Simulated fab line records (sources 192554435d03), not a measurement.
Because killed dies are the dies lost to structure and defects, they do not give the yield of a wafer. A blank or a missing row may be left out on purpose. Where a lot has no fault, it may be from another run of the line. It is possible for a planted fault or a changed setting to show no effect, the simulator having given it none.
Chamber matching    flow n5 finfet    N5_DUMMY_GATE_HM_OPEN_21 on rie diel-03 has 4 sister chambers
The step chemistry CH3F/O2, target SiNx, target depth 120 nm, time 171.4 s. 16 wafers are shown with their chamber, then 8 later ones without.

EACH WAFER AND ITS CHAMBER
wafer   chamber  showerhead plenum p Torr (Torr)  rf vpp V (V)  throttle valve pct (%)
L076.3  2        1.94                             306           16.45
L076.4  3        2.08                             310           16.70
L076.6  0        2.11                             294           16.78
L078.1  3        2.08                             309           16.71
L078.2  1        2.08                             298           16.68
L078.5  1        2.08                             298           16.68
L083.1  3        2.08                             309           16.73
L083.4  0        2.10                             295           16.80
L083.5  1        2.08                             298           16.69
L084.2  2        1.93                             307           16.48
L084.3  0        2.10                             296           16.81
L084.6  0        2.10                             295           16.81
L086.2  3        2.08                             309           16.31
L086.3  2        1.93                             304           16.49
L086.6  1        2.07                             298           16.70
L087.1  0        2.10                             295           16.83

SIGNATURES (averages over the wafers above)
reading                   chamber 0  chamber 1  chamber 2  chamber 3  scatter within a chamber
showerhead plenum p Torr  2.1020     2.0775     1.9333     2.0800     0.0043
rf vpp V                  295.00     298.00     305.67     309.25     0.786
throttle valve pct        16.8060    16.6875    16.4733    16.6125    0.102
Rule: for a wafer and a chamber, the distance is found by dividing, reading by reading, the gap between the wafer's reading and the chamber's mean by the reading's scatter, squaring, summing and taking the root. If the next closest chamber is less than 2 further off than the closest, the wafer can't be placed; otherwise it belongs to the closest. The scatter: the root of (the sum of the squares of (reading less its chamber's mean) over the shown wafers, divided by (wafers less chambers)).

WAFERS MISSING THEIR CHAMBER
wafer   showerhead plenum p Torr (Torr)  rf vpp V (V)  throttle valve pct (%)
L087.2  2.07                             297           16.73
L087.5  2.08                             308           16.30
L088.1  2.10                             295           16.84
L088.5  2.10                             294           16.82
L088.6  2.07                             299           16.73
L090.1  2.10                             294           16.83
L090.4  2.10                             295           16.83
L090.5  2.08                             309           16.32

CHAMBER TAKEN BY EACH
wafer   from the rows above  in truth
L087.2  1                    1
L087.5  3                    3
L088.1  0                    0
L088.5  0                    0
L088.6  1                    1
L090.1  0                    0
L090.4  0                    0
L090.5  3                    3
Correctly placed: 8 of 8. Left unplaced by these rows: 0. Number placed wrongly: 0.
